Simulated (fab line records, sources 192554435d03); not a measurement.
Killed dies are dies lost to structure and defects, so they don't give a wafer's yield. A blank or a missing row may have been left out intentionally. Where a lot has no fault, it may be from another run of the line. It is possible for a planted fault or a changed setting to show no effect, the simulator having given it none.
Matching of chambers    flow n5 finfet    4 sister chambers for N5_MOL_CONTACT_COAG_STRIP_98 on rie diel-02
The step strips in N2/H2. 4 wafers are shown with their chamber, then 11 later ones without.

== WAFERS WITH THEIR CHAMBER ==
wafer   chamber  drypump motor current A (A)
L080.6  1        4.7
L085.2  2        5.5
L085.3  3        5.1
L086.1  0        5.6

== WAFERS MISSING THEIR CHAMBER ==
wafer   drypump motor current A (A)
L086.2  4.7
L086.3  5.1
L086.4  5.5
L086.5  5.6
L086.6  4.7
L090.2  4.6
L090.3  5.1
L090.4  5.5
L093.1  4.7
L093.3  5.5
L093.6  5.1

== CHAMBER TAKEN BY EACH ==
wafer   from the rows above  in truth
L086.2  1                    1
L086.3  3                    3
L086.4  2                    2
L086.5  0                    0
L086.6  1                    1
L090.2  1                    1
L090.3  3                    3
L090.4  2                    2
L093.1  1                    1
L093.3  2                    2
L093.6  3                    3
Placed correctly: 11 of 11. From these rows, 0 cannot be placed. 0 placed wrongly.
How it was worked out, from the rows above alone: a wafer's distance from a chamber is the root of the sum, over the readings, of the square of ((its reading less the chamber's mean) divided by the reading's scatter). If the next closest chamber is less than 2 further off than the closest, the wafer can't be placed; otherwise it belongs to the closest. For every chamber, the mean is computed from those of its wafers that are shown. The scatter: with one shown wafer a chamber, the root of the mean of the squares of how far each hidden wafer lies from its nearest shown one.
